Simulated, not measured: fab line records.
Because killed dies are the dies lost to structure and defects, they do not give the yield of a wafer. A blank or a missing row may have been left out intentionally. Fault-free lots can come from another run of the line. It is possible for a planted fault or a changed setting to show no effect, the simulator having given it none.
Matching of chambers ; flow nand-harc ; NHARC_P_CONTACT_CMP_01 on cmp-04 has 4 sister chambers
The step polishes SiO2, target thk 200 nm. 4 wafers are shown with their chamber, then 10 later ones without.

WAFERS, EACH WITH ITS CHAMBER
wafer;chamber;motor-current-A (A)
L085.1;0;11.3
L090.5;1;11.2
L091.1;3;11.4
L091.3;2;12.9

WAFERS WHOSE CHAMBER IS MISSING
wafer;motor-current-A (A)
L091.4;10.9
L092.1;11.7
L092.2;13.1
L092.4;12.2
L093.2;12.9
L093.3;10.7
L093.4;11.9
L094.3;13.4
L094.5;12.9
L094.6;11.7

EACH ONE'S CHAMBER
wafer;from the rows above;in truth
L091.4;can't be placed: 1 or 0 or 3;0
L092.1;can't be placed: 3 or 0 or 1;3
L092.2;2;2
L092.4;can't be placed: 2 or 3 or 0 or 1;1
L093.2;2;2
L093.3;can't be placed: 1 or 0 or 3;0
L093.4;can't be placed: 3 or 0 or 1 or 2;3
L094.3;2;2
L094.5;2;2
L094.6;can't be placed: 3 or 0 or 1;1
Correctly placed: 4 of 10. From these rows, 6 cannot be placed; in 6 the true chamber is one of the candidates. Wrongly placed: 0.
How it was worked out, from the rows above alone: a wafer's distance from a chamber is the root of the sum, over the readings, of the square of ((its reading less the chamber's mean) divided by the reading's scatter). The wafer belongs to the nearest chamber; if the next one is less than 2 further off, it can't be placed. For every chamber, the mean is computed from those of its wafers that are shown. The scatter (one wafer shown for each chamber): square how far every hidden wafer sits from the nearest shown wafer, average those squares and take the square root.
